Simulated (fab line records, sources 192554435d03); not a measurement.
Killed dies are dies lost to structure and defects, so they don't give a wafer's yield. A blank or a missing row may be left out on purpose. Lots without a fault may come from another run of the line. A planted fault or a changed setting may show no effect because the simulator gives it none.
One fault seen from 2 desks | flow n5_finfet | each desk has only its own numbers; what lay behind them comes last

THE METROLOGY DESK
What the gauges read, lot by lot, whatever tool the lot ran on: means of the sampled wafers that have a number. A lot is out of limits, marked OUT, if its mean lies more than 4 standard deviations from the usual mean; the brackets give that distance. Of its 10 readings 7 are shown: those that lie furthest out on some lot.
Columns: A = DIBL_N at N5_BEOL_M4_RC_MEAS_101, usual 35.9 mV/V; B = DIBL_P at N5_BEOL_M4_RC_MEAS_101, usual 36.3 mV/V; C = IOFF_N at N5_BEOL_M4_RC_MEAS_101, usual 0.153 nA/um; D = IOFF_P at N5_BEOL_M4_RC_MEAS_101, usual 0.208 nA/um; E = ION_N at N5_BEOL_M4_RC_MEAS_101, usual 672 uA/um; F = SS_P at N5_BEOL_M4_RC_MEAS_101, usual 73.3 mV/dec; G = VT_P at N5_BEOL_M4_RC_MEAS_101, usual -250.5 mV
lot  | first seen here | A    | B    | C     | D     | E   | F    | G
L969 | day 9 19:38     | 35.9 | 37.4 | 0.151 | 0.206 | 664 | 73.2 | -251.8
L970 | day 10 07:00    | 36.5 | 36.2 | 0.162 | 0.225 | 679 | 73.7 | -249.8
L971 | day 10 09:09    | 37.8 | 38.8 | 0.184 | 0.240 | 678 | 74.4 | -249.3
L981 | day 12 15:20    | 34.7 | 35.9 | 0.134 | 0.169 | 669 | 73.2 | -255.1
L982 | day 13 16:50    | 35.5 | 35.6 | 0.149 | 0.195 | 675 | 73.2 | -250.0
L984 | day 13 21:12    | 34.5 | 36.6 | 0.147 | 0.198 | 676 | 73.2 | -251.8
L985 | day 14 01:19    | 36.7 | 37.8 | 0.175 | 0.221 | 687 | 74.0 | -249.1
L986 | day 14 04:28    | 35.4 | 36.4 | 0.141 | 0.191 | 671 | 72.9 | -252.8
This desk's finding: nothing out of limits on any of the 8 lots.

THE TOOL OWNER'S DESK: rie_si-06
The tool's own readings at N5_FIN_SAQP_MANDREL_ETCH_22 (etches a-Si in HBr/Cl2, stops on SiNx, target depth 60 nm, bt time 10 s, time 30 s): means of the sampled wafers that have a number, for each lot that ran on this tool. A lot is out of limits, marked OUT, if its mean lies more than 4 standard deviations from the usual mean; the brackets give that distance.
Columns: A = drypump_motor_current_A at N5_FIN_SAQP_MANDREL_ETCH_22, usual 5.5 A; B = oes_product_au at N5_FIN_SAQP_MANDREL_ETCH_22, usual 0.767 a.u.; C = throttle_valve_pct at N5_FIN_SAQP_MANDREL_ETCH_22, usual 35.45 %
lot  | first seen here | A   | B                | C
L969 | day 3 04:32     | 5.4 | 0.675 (-7.6) OUT | 35.64
L970 | day 3 11:59     | 5.4 | 0.667 (-8.3) OUT | 35.52
L971 | day 3 17:13     | 5.5 | 0.671 (-8.0) OUT | 35.45
L981 | day 6 05:16     | 5.3 | 0.764            | 35.21
L982 | day 6 12:31     | 5.2 | 0.765            | 35.42
L984 | day 7 00:05     | 5.2 | 0.766            | 35.35
This desk's finding: out of limits on L969, L970, L971; first on L969, day 3 04:32 (oes_product_au at N5_FIN_SAQP_MANDREL_ETCH_22). In limits: L981, L982, L984.

PUT TOGETHER
The tool owner's desk could have raised an alarm at day 3 04:32, on L969, L970, L971.
The metrology desk saw nothing out of limits.
The metrology desk has L969, L970, L971 on record, within its limits.
Of the lots named, all ran N5_FIN_SAQP_MANDREL_ETCH_22 on rie_si-06.

WHAT THE SIMULATOR HAD PUT IN
Process parameter drift: rie_si-06, from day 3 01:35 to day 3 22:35, at N5_FIN_SAQP_MANDREL_ETCH_22. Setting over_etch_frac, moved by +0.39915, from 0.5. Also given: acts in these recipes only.
Lots struck among those shown: L969, L970, L971.
Hours from the fault's start to each desk's first reading out of limits: the tool owner's desk, 3.
